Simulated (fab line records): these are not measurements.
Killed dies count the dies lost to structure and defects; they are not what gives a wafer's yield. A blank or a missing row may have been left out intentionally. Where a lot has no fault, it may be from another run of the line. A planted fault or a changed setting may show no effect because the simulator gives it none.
Chamber matching / flow nand-harc / pecvd-04 running NHARC_A_STAIRCASE_DEP_325: 3 sister chambers
The step deposits SiO2, target thk 7200 nm. 3 wafers are shown with their chamber, then 7 later ones without.

== EACH WAFER AND ITS CHAMBER ==
wafer=L086.5; chamber=0; heater-power-w (W)=661
wafer=L087.1; chamber=1; heater-power-w (W)=695
wafer=L087.2; chamber=2; heater-power-w (W)=575

== WAFERS MISSING THEIR CHAMBER ==
wafer=L087.5; heater-power-w (W)=614
wafer=L092.1; heater-power-w (W)=673
wafer=L092.3; heater-power-w (W)=777
wafer=L092.5; heater-power-w (W)=617
wafer=L094.2; heater-power-w (W)=660
wafer=L094.3; heater-power-w (W)=802
wafer=L094.5; heater-power-w (W)=621

== CHAMBER TAKEN BY EACH ==
wafer=L087.5; from the rows above=can't be placed: 2 or 0 or 1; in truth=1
wafer=L092.1; from the rows above=can't be placed: 0 or 1 or 2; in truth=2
wafer=L092.3; from the rows above=can't be placed: 1 or 0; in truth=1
wafer=L092.5; from the rows above=can't be placed: 2 or 0 or 1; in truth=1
wafer=L094.2; from the rows above=can't be placed: 0 or 1 or 2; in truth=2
wafer=L094.3; from the rows above=can't be placed: 1 or 0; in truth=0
wafer=L094.5; from the rows above=can't be placed: 0 or 2 or 1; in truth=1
Placed correctly: 0 of 7. From these rows, 7 cannot be placed; in 7 the true chamber is one of the candidates. Wrongly placed: 0.
How it was worked out, from the rows above alone: a wafer's distance from a chamber is the root of the sum, over the readings, of the square of ((its reading less the chamber's mean) divided by the reading's scatter). If the next closest chamber is less than 2 further off than the closest, the wafer can't be placed; otherwise it belongs to the closest. The mean given for a chamber averages the wafers shown for that chamber. The scatter (one wafer shown for each chamber): square how far every hidden wafer sits from the nearest shown wafer, average those squares and take the square root.
